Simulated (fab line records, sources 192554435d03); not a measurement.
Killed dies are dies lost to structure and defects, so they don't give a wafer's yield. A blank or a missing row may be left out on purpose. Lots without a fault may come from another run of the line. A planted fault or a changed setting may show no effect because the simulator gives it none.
One fault seen from 3 desks | flow n5_finfet | each desk has only its own numbers; what lay behind them comes last

THE DEFECT DESK
What the inspections along the route counted, lot by lot: means of the sampled wafers that have a number. A lot is out of limits, marked OUT, if its mean lies more than 4 standard deviations from the usual mean; the brackets give that distance.
Columns: A = raw_defect_count at N5_BEOL_M3_INSPECT_59, usual 73
lot  | first seen here | A
L158 | day 7 07:29     | 56
L159 | day 7 16:48     | 63
L160 | day 8 09:26     | 69
L162 | day 8 09:41     | 79
L161 | day 8 11:14     | 76
L170 | day 10 10:49    | 61
L169 | day 10 14:04    | 102
L171 | day 10 15:53    | 47
L174 | day 11 11:02    | 103
L181 | day 13 03:46    | 69
This desk's finding: nothing out of limits on any of the 10 lots.

THE METROLOGY DESK
What the gauges read, lot by lot, whatever tool the lot ran on: means of the sampled wafers that have a number. A lot is out of limits, marked OUT, if its mean lies more than 4 standard deviations from the usual mean; the brackets give that distance. Of its 11 readings 7 are shown: those that lie furthest out on some lot.
Columns: A = DIBL_N at N5_BEOL_M4_RC_MEAS_101, usual 37.2 mV/V; B = IOFF_N at N5_BEOL_M4_RC_MEAS_101, usual 0.19 nA/um; C = IOFF_P at N5_BEOL_M4_RC_MEAS_101, usual 0.23 nA/um; D = ION_P at N5_BEOL_M4_RC_MEAS_101, usual 462 uA/um; E = SS_P at N5_BEOL_M4_RC_MEAS_101, usual 73.7 mV/dec; F = VT_N at N5_BEOL_M4_RC_MEAS_101, usual 248 mV; G = VT_P at N5_BEOL_M4_RC_MEAS_101, usual -250 mV
lot  | first seen here | A    | B    | C    | D   | E    | F   | G
L158 | day 7 07:37     | 37.6 | 0.19 | 0.24 | 464 | 73.8 | 247 | -249
L159 | day 7 16:55     | 38.7 | 0.20 | 0.24 | 465 | 73.6 | 245 | -248
L160 | day 8 09:32     | 36.7 | 0.18 | 0.24 | 467 | 74.0 | 250 | -247
L162 | day 8 09:48     | 39.1 | 0.25 | 0.28 | 466 | 74.8 | 244 | -249
L161 | day 8 11:20     | 36.1 | 0.14 | 0.19 | 460 | 73.3 | 254 | -252
L170 | day 10 10:56    | 40.0 | 0.24 | 0.30 | 467 | 74.3 | 245 | -245
L169 | day 10 14:10    | 36.8 | 0.18 | 0.26 | 477 | 73.7 | 246 | -244
L171 | day 10 16:01    | 37.2 | 0.19 | 0.26 | 468 | 73.8 | 245 | -246
L174 | day 11 11:08    | 36.2 | 0.14 | 0.16 | 454 | 73.3 | 253 | -255
L181 | day 13 03:53    | 38.6 | 0.23 | 0.30 | 471 | 74.0 | 245 | -245
This desk's finding: nothing out of limits on any of the 10 lots.

THE TOOL OWNER'S DESK: rie_diel-03
The tool's own readings at N5_BEOL_M4_ETCH_74 (etches underlayer in N2/H2, target depth 6.5 nm, time 5.2 s): means of the sampled wafers that have a number, for each lot that ran on this tool. A lot is out of limits, marked OUT, if its mean lies more than 4 standard deviations from the usual mean; the brackets give that distance.
Columns: A = drypump_motor_current_A at N5_BEOL_M4_ETCH_74, usual 5.7 A; B = etch_rf_on_time_s at N5_BEOL_M4_ETCH_74, usual 5.22 s; C = oes_product_au at N5_BEOL_M4_ETCH_74, usual 0.70 a.u.; D = rf_vpp_V at N5_BEOL_M4_ETCH_74, usual 525.0 V; E = showerhead_plenum_p_Torr at N5_BEOL_M4_ETCH_74, usual 2.57 Torr; F = throttle_valve_pct at N5_BEOL_M4_ETCH_74, usual 17.82 %
lot  | first seen here | A   | B               | C    | D     | E    | F
L162 | day 8 11:49     | 5.4 | 5.22            | 0.70 | 524.3 | 2.56 | 17.64
L161 | day 8 12:26     | 5.6 | 5.05            | 0.66 | 523.3 | 2.53 | 17.81
L169 | day 10 16:27    | 5.2 | 4.35 (-4.8) OUT | 0.78 | 523.3 | 2.55 | 17.73
L181 | day 13 05:58    | 5.2 | 5.25            | 0.74 | 524.5 | 2.56 | 17.61
This desk's finding: out of limits on L169; first on L169, day 10 16:27 (etch_rf_on_time_s at N5_BEOL_M4_ETCH_74). In limits: L162, L161, L181.

PUT TOGETHER
The tool owner's desk could have raised an alarm at day 10 16:27, on L169.
The defect desk saw nothing out of limits.
The metrology desk saw nothing out of limits.
The defect desk has L169 on record, within its limits.
The metrology desk has L169 on record, within its limits.
Of the lots named, all ran N5_BEOL_M4_ETCH_74 on rie_diel-03.

WHAT THE SIMULATOR HAD PUT IN
Process parameter drift: rie_diel-03, from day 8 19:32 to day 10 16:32, at N5_BEOL_M4_ETCH_74. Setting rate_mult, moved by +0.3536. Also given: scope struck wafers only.
Lots struck among those shown: L169.
Hours from the fault's start to each desk's first reading out of limits: the tool owner's desk, 45.
